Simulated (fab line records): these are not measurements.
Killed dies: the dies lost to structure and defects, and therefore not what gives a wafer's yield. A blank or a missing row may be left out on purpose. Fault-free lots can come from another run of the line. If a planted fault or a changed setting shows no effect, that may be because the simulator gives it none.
Which tool is to blame?	flow n5_finfet	Sampling: 24 lots, 72 wafers, 6 of 1938 route steps

== WHAT EACH GAUGE READ, for each wafer ==
N5_BEOL_M9_CD_MEAS_28: the cd target is 70 nm.
lot	measured	on	cd_nm (nm)
L074	day 9 18:24	cd_sem-02	70.4 70.6 70.4
L075	day 10 02:57	cd_sem-01	70.3 69.9 70.0
L076	day 10 11:07	cd_sem-01	70.2 69.8 70.4
L078	day 10 13:53	cd_sem-01	70.4 70.1 69.9
L077	day 10 13:43	cd_sem-03	70.1 70.4 70.4
L079	day 11 10:32	cd_sem-03	69.9 70.3 70.2
L080	day 11 12:27	cd_sem-03	70.2 69.8 69.6
L081	day 11 22:58	cd_sem-03	69.1 69.5 69.6
L083	day 12 01:50	cd_sem-01	70.4 69.9 70.4
L082	day 12 18:52	cd_sem-03	69.8 70.3 69.9
L085	day 13 05:33	cd_sem-02	70.0 69.9 70.3
L086	day 13 11:57	cd_sem-03	70.2 70.5 70.2
L089	day 13 14:06	cd_sem-03	70.1 70.1 69.9
L088	day 13 11:47	cd_sem-01	70.4 70.4 70.0
L084	day 13 14:16	cd_sem-01	69.7 69.6 70.0
L087	day 13 13:56	cd_sem-03	69.7 70.1 70.1
L090	day 13 14:26	cd_sem-02	69.5 69.5 69.4
L092	day 14 19:16	cd_sem-03	69.9 69.8 69.7
L091	day 14 21:49	cd_sem-01	69.4 69.4 69.4
L093	day 15 06:49	cd_sem-02	70.4 70.5 70.6
L094	day 15 17:45	cd_sem-01	69.5 69.9 69.6
L095	day 15 18:14	cd_sem-01	69.5 69.6 69.7
L096	day 16 02:34	cd_sem-01	69.7 69.2 69.2
L097	day 16 05:18	cd_sem-01	70.1 70.2 70.2

== WHICH TOOL RAN EACH LOT (tool, then ch and the chambers of the sampled wafers, then the start) ==
lot	N5_BEOL_M8_ETCH_62	N5_BEOL_M8_TRENCH_ETCH_37	N5_BEOL_M8_SPUTTER_48	N5_BEOL_M8_ANNEAL_51	N5_BEOL_M8_DEP_56
L074	rie_diel-01 ch 1,2,3, day 9 08:04	rie_diel-01 ch 0,1,3, day 9 12:41 or earlier	pvd_sputter-02, day 9 12:41	rtp_anneal-01 ch 0, day 9 12:53	pecvd-04 ch 0,1, day 9 13:33
L075	rie_diel-03 ch 1,3, day 9 16:09	rie_diel-05 ch 0,1, day 9 20:35 or earlier	pvd_sputter-02, day 9 20:35	rtp_anneal-02 ch 0, day 9 20:53	pecvd-02 ch 0,1,2, day 9 21:28
L076	rie_diel-03 ch 0,1,2, day 10 01:20	rie_diel-05 ch 0,1,3, day 10 05:24 or earlier	pvd_sputter-02, day 10 05:24	rtp_anneal-02 ch 0, day 10 06:07	pecvd-03 ch 0,1,2, day 10 06:47
L078	rie_diel-05 ch 0,2, day 10 04:38	rie_diel-03 ch 0,3, day 10 09:05 or earlier	pvd_sputter-02, day 10 09:05	rtp_anneal-02 ch 0, day 10 09:40	pecvd-04 ch 0,1, day 10 10:20
L077	rie_diel-01 ch 1,2,3, day 10 04:43	rie_diel-01 ch 2,3, day 10 09:03 or earlier	pvd_sputter-01, day 10 09:03	rtp_anneal-01 ch 0, day 10 09:38	pecvd-03 ch 0,2, day 10 10:19
L079	rie_diel-01 ch 1,3, day 11 00:57	rie_diel-05 ch 0,1,3, day 11 03:37 or earlier	pvd_sputter-01, day 11 03:37	rtp_anneal-01 ch 0, day 11 04:04	pecvd-03 ch 0,1,2, day 11 04:41
L080	rie_diel-01 ch 0,1,3, day 11 03:16	rie_diel-03 ch 1,2,3, day 11 07:31 or earlier	pvd_sputter-03, day 11 07:31	rtp_anneal-02 ch 0, day 11 07:49	pecvd-04 ch 1,2, day 11 08:23
L081	rie_diel-03 ch 0,1, day 11 12:05	rie_diel-01 ch 1,2, day 11 15:20 or earlier	pvd_sputter-01, day 11 15:20	rtp_anneal-02 ch 0, day 11 15:32	pecvd-02 ch 0,1,2, day 11 16:12
L083	rie_diel-01 ch 0,2,3, day 11 16:03	rie_diel-05 ch 0,1,3, day 11 18:39 or earlier	pvd_sputter-02, day 11 18:39	rtp_anneal-01 ch 0, day 11 18:52	pecvd-03 ch 0,1,2, day 11 19:31
L082	rie_diel-03 ch 0,1,2, day 12 08:44	rie_diel-05 ch 0,1,3, day 12 15:27 or earlier	pvd_sputter-02, day 12 15:27	rtp_anneal-01 ch 0, day 12 15:40	pecvd-03 ch 0,1, day 12 16:19
L085	rie_diel-03 ch 1,2,3, day 12 20:39	rie_diel-03 ch 0,2, day 12 23:47 or earlier	pvd_sputter-02, day 12 23:47	rtp_anneal-02 ch 0, day 13 00:05	pecvd-04 ch 0,1,2, day 13 00:45
L086	rie_diel-01 ch 0,2,3, day 13 02:00	rie_diel-03 ch 0,1,2, day 13 07:46 or earlier	pvd_sputter-01, day 13 07:46	rtp_anneal-01 ch 0, day 13 08:10	pecvd-03 ch 0,1,2, day 13 08:50
L089	rie_diel-03 ch 1,2, day 13 02:41	rie_diel-01 ch 1,2,3, day 13 09:55 or earlier	pvd_sputter-03, day 13 09:55	rtp_anneal-02 ch 0, day 13 10:16	pecvd-04 ch 0,1,2, day 13 10:52
L088	rie_diel-01 ch 0,2,3, day 13 03:11	rie_diel-01 ch 1,3, day 13 07:41 or earlier	pvd_sputter-01, day 13 07:41	rtp_anneal-01 ch 0, day 13 07:59	pecvd-04 ch 1,2, day 13 08:34
L084	rie_diel-01 ch 0,2,3, day 13 04:05	rie_diel-03 ch 1,3, day 13 10:45 or earlier	pvd_sputter-03, day 13 10:45	rtp_anneal-01 ch 0, day 13 11:01	pecvd-04 ch 1,2, day 13 11:37
L087	rie_diel-03 ch 0,2,3, day 13 04:11	rie_diel-01 ch 1,2,3, day 13 10:13 or earlier	pvd_sputter-03, day 13 10:13	rtp_anneal-01 ch 0, day 13 10:26	pecvd-04 ch 1,2, day 13 11:06
L090	rie_diel-03 ch 0,3, day 13 08:04	rie_diel-01 ch 0,1, day 13 11:14 or earlier	pvd_sputter-03, day 13 11:14	rtp_anneal-02 ch 0, day 13 11:29	pecvd-02 ch 0,1, day 13 12:05
L092	rie_diel-03 ch 0,2,3, day 14 12:05	rie_diel-05 ch 0,2,3, day 14 14:44 or earlier	pvd_sputter-01, day 14 14:44	rtp_anneal-02 ch 0, day 14 15:42	pecvd-04 ch 0,1, day 14 16:21
L091	rie_diel-01 ch 1,2, day 14 12:17	rie_diel-01 ch 0,1,2, day 14 15:16 or earlier	pvd_sputter-01, day 14 15:16	rtp_anneal-02 ch 0, day 14 16:17	pecvd-02 ch 0,2, day 14 16:53
L093	rie_diel-03 ch 1,2, day 14 17:44	rie_diel-03 ch 0,1,3, day 14 22:09 or earlier	pvd_sputter-02, day 14 22:09	rtp_anneal-01 ch 0, day 14 22:28	pecvd-02 ch 0,1,2, day 14 23:02
L094	rie_diel-05 ch 0,2, day 15 08:29	rie_diel-03 ch 0,3, day 15 13:47 or earlier	pvd_sputter-03, day 15 13:47	rtp_anneal-02 ch 0, day 15 14:15	pecvd-04 ch 0,1, day 15 14:49
L095	rie_diel-05 ch 1,3, day 15 08:45	rie_diel-05 ch 0,2, day 15 13:59 or earlier	pvd_sputter-03, day 15 13:59	rtp_anneal-01 ch 0, day 15 14:26	pecvd-03 ch 0,2, day 15 15:06
L096	rie_diel-01 ch 0,1,3, day 15 13:30	rie_diel-05 ch 0,2,3, day 15 17:40 or earlier	pvd_sputter-01, day 15 17:40	rtp_anneal-01 ch 0, day 15 17:55	pecvd-02 ch 0,1, day 15 18:32
L097	rie_diel-03 ch 1,2,3, day 15 16:37	rie_diel-03 ch 0,1, day 15 20:37 or earlier	pvd_sputter-01, day 15 20:37	rtp_anneal-01 ch 0, day 15 20:55	pecvd-04 ch 0,2, day 15 21:34
- N5_BEOL_M8_ETCH_62: etches SOC in N2/H2, target depth 110 nm, overetch 22 nm, time 165 s.
- N5_BEOL_M8_TRENCH_ETCH_37: etches SiCOH lowk in C4F6/O2, target depth 93.478 nm, time 31.2 s.
- N5_BEOL_M8_SPUTTER_48: material Cu, target thk 10 nm, time 1.667 s.
- N5_BEOL_M8_ANNEAL_51: time 90 s.
- N5_BEOL_M8_DEP_56: deposits SiCN from 3MS/NH3, target thk 10 nm, time 17.5 s.

== AS READ BY THE TOOLS THEMSELVES (means over the sampled wafers that have a number; for cases with no such wafer, the mark the record gives instead) ==
N5_BEOL_M8_ETCH_62.
lot	tool	drypump_motor_current_A (A)	oes_product_au (a.u.)	rf_fwd_power_W (W)	rf_vpp_V (V)	showerhead_plenum_p_Torr (Torr)	throttle_valve_pct (%)
L074	rie_diel-01	5.5	0.68	838.2	526.3	2.62	17.9
L075	rie_diel-03	5.3	0.71	838.0	527.9	2.68	17.6
L076	rie_diel-03	5.5	0.70	838.3	526.2	2.61	17.8
L078	rie_diel-05	5.0	0.67	835.7	524.5	2.55	17.6
L077	rie_diel-01	5.5	0.67	837.0	525.7	2.62	17.9
L079	rie_diel-01	5.4	0.62	837.9	524.4	2.57	17.8
L080	rie_diel-01	5.5	0.66	835.1	524.8	2.58	17.9
L081	rie_diel-03	5.2	0.70	837.6	526.4	2.62	18.0
L083	rie_diel-01	5.8	0.72	836.7	525.5	2.60	17.7
L082	rie_diel-03	5.5	0.68	840.3	524.9	2.60	17.9
L085	rie_diel-03	5.5	0.70	836.6	527.3	2.67	17.6
L086	rie_diel-01	5.8	0.71	836.5	525.8	2.59	17.7
L089	rie_diel-03	5.3	0.72	835.3	527.7	2.69	17.7
L088	rie_diel-01	5.8	0.71	837.1	525.8	2.59	17.7
L084	rie_diel-01	5.8	0.70	837.0	526.0	2.59	17.7
L087	rie_diel-03	5.6	0.65	837.8	524.4	2.57	17.8
L090	rie_diel-03	5.4	0.64	837.9	525.3	2.56	17.9
L092	rie_diel-03	5.6	0.64	836.0	524.9	2.56	17.8
L091	rie_diel-01	5.3	0.76	836.9	526.8	2.63	17.9
L093	rie_diel-03	5.7	0.69	837.1	527.8	2.67	17.5
L094	rie_diel-05	5.0	0.72	836.3	524.2	2.54	17.5
L095	rie_diel-05	6.1	0.69	836.4	521.5	2.43	17.4
L096	rie_diel-01	5.5	0.69	838.1	524.6	2.56	17.8
L097	rie_diel-03	5.5	0.68	836.9	526.8	2.66	17.6

N5_BEOL_M8_TRENCH_ETCH_37.
lot	tool	drypump_motor_current_A (A)	oes_f_703_au (a.u.)	oes_product_au (a.u.)	rf_fwd_power_W (W)	rf_vpp_V (V)	showerhead_plenum_p_Torr (Torr)	throttle_valve_pct (%)
L074	rie_diel-01	5.5	0.79	0.79	340.3	655	2.91	21.03
L075	rie_diel-05	5.0	0.84	0.83	341.6	667	2.85	20.78
L076	rie_diel-05	5.5	0.84	0.83	341.3	679	2.82	20.76
L078	rie_diel-03	5.4	0.73	0.76	341.3	683	2.90	21.11
L077	rie_diel-01	5.7	0.82	0.83	339.5	668	2.92	20.83
L079	rie_diel-05	5.5	0.82	0.82	341.4	679	2.82	20.77
L080	rie_diel-03	5.5	0.84	0.84	339.2	685	3.01	20.87
L081	rie_diel-01	5.6	0.85	0.83	340.8	649	2.99	21.14
L083	rie_diel-05	5.5	0.82	0.82	342.1	679	2.81	20.78
L082	rie_diel-05	5.5	0.81	0.81	342.0	678	2.81	20.80
L085	rie_diel-03	5.8	0.77	0.79	341.1	675	2.91	21.05
L086	rie_diel-03	5.5	0.79	0.80	340.7	673	2.91	21.09
L089	rie_diel-01	5.5	0.86	0.86	340.5	655	2.93	20.93
L088	rie_diel-01	5.2	0.89	0.89	339.5	647	2.90	20.89
L084	rie_diel-03	5.3	0.79	0.79	338.5	689	2.99	20.94
L087	rie_diel-01	5.5	0.86	0.87	340.1	655	2.93	20.91
L090	rie_diel-01	5.3	0.92	0.92	340.7	642	2.92	20.98
L092	rie_diel-05	5.6	0.90	0.89	342.0	657	2.82	20.71
L091	rie_diel-01	5.6	0.87	0.87	340.6	649	2.94	21.04
L093	rie_diel-03	5.4	0.75	0.75	340.1	675	2.90	21.15
L094	rie_diel-03	5.5	0.67	0.69	339.7	670	2.79	21.35
L095	rie_diel-05	5.0	0.88	0.86	341.2	646	2.84	20.76
L096	rie_diel-05	5.6	0.88	0.87	342.1	657	2.82	20.72
L097	rie_diel-03	5.3	0.71	0.72	340.2	665	2.80	21.35

N5_BEOL_M8_SPUTTER_48.
lot	tool	chuck_gas_flow_sccm (sccm)	throttle_valve_pct (%)
L074	pvd_sputter-02	1.33	29.3
L075	pvd_sputter-02	1.34	30.6
L076	pvd_sputter-02	1.26	30.1
L078	pvd_sputter-02	1.29	29.0
L077	pvd_sputter-01	1.21	30.1
L079	pvd_sputter-01	1.25	29.6
L080	pvd_sputter-03	1.26	30.6
L081	pvd_sputter-01	1.30	30.1
L083	pvd_sputter-02	1.30	30.1
L082	pvd_sputter-02	1.20	29.0
L085	pvd_sputter-02	1.21	29.6
L086	pvd_sputter-01	1.25	30.2
L089	pvd_sputter-03	1.31	29.5
L088	pvd_sputter-01	1.27	30.1
L084	pvd_sputter-03	1.23	29.9
L087	pvd_sputter-03	1.27	30.0
L090	pvd_sputter-03	1.28	29.7
L092	pvd_sputter-01	1.25	30.4
L091	pvd_sputter-01	1.25	29.7
L093	pvd_sputter-02	1.24	30.0
L094	pvd_sputter-03	1.27	29.7
L095	pvd_sputter-03	1.28	30.8
L096	pvd_sputter-01	1.20	30.3
L097	pvd_sputter-01	1.28	30.2

N5_BEOL_M8_ANNEAL_51.
lot	tool	wafer_temp_C_max
L074	rtp_anneal-01	225.66
L075	rtp_anneal-02	225.79
L076	rtp_anneal-02	225.98
L078	rtp_anneal-02	225.97
L077	rtp_anneal-01	225.92
L079	rtp_anneal-01	225.77
L080	rtp_anneal-02	226.05
L081	rtp_anneal-02	226.20
L083	rtp_anneal-01	226.00
L082	rtp_anneal-01	225.45
L085	rtp_anneal-02	225.83
L086	rtp_anneal-01	225.59
L089	rtp_anneal-02	226.18
L088	rtp_anneal-01	225.72
L084	rtp_anneal-01	225.76
L087	rtp_anneal-01	225.91
L090	rtp_anneal-02	226.08
L092	rtp_anneal-02	225.87
L091	rtp_anneal-02	226.16
L093	rtp_anneal-01	225.83
L094	rtp_anneal-02	226.07
L095	rtp_anneal-01	225.55
L096	rtp_anneal-01	225.77
L097	rtp_anneal-01	225.70

N5_BEOL_M8_DEP_56.
lot	tool	chamber_pressure_Torr (Torr)	rf_fwd_power_W (W)	showerhead_plenum_p_Torr (Torr)	throttle_valve_pct (%)
L074	pecvd-04	2.993	199.7	3.649	9.5
L075	pecvd-02	2.996	199.3	3.662	9.2
L076	pecvd-03	3.004	198.8	3.671	9.2
L078	pecvd-04	2.995	200.7	3.656	9.8
L077	pecvd-03	3.007	200.2	3.666	9.1
L079	pecvd-03	3.001	199.1	3.666	9.2
L080	pecvd-04	3.004	198.9	3.658	8.4
L081	pecvd-02	3.003	198.8	3.660	9.1
L083	pecvd-03	3.005	199.0	3.664	9.1
L082	pecvd-03	3.000	198.9	3.679	9.3
L085	pecvd-04	3.004	199.3	3.664	8.9
L086	pecvd-03	2.997	199.3	3.669	9.3
L089	pecvd-04	2.999	199.8	3.660	9.1
L088	pecvd-04	2.998	199.6	3.661	8.7
L084	pecvd-04	2.995	199.2	3.666	8.9
L087	pecvd-04	2.994	199.6	3.667	8.8
L090	pecvd-02	2.994	199.0	3.659	9.5
L092	pecvd-04	3.001	199.7	3.659	9.5
L091	pecvd-02	3.002	199.3	3.656	9.4
L093	pecvd-02	3.007	199.1	3.662	9.2
L094	pecvd-04	2.995	200.3	3.658	9.8
L095	pecvd-03	2.996	199.5	3.659	9.4
L096	pecvd-02	2.996	198.9	3.655	9.6
L097	pecvd-04	2.999	199.2	3.653	8.7

== THE ANSWER, worked out from the rows above alone ==
Rule: what is usual is taken from the lots themselves. Put in order of their means at a reading, lots are off if they are a third of the lots or fewer, leave a main group of 4 or more, and stand apart from it by a gap of 3 or more times the standard deviation of the main group's means; of several such gaps the widest counts. The tables above print the reading to a certain number of digits; a main group whose means all agree to those digits is not used. A lot without any number at a reading at which 4 lots or more have one is off too. The other lots that the step has rows for count as sound. The gauges are gone through in route order, then the tools' own readings, and for those a lot's mean is taken as printed above. At the first step where some lot is off, the reading lying furthest off is the one used; lots without a number count as furthest.
None of the lots is off at any reading shown; this tells nothing.

== WHAT THE SIMULATOR HAD PUT IN ==
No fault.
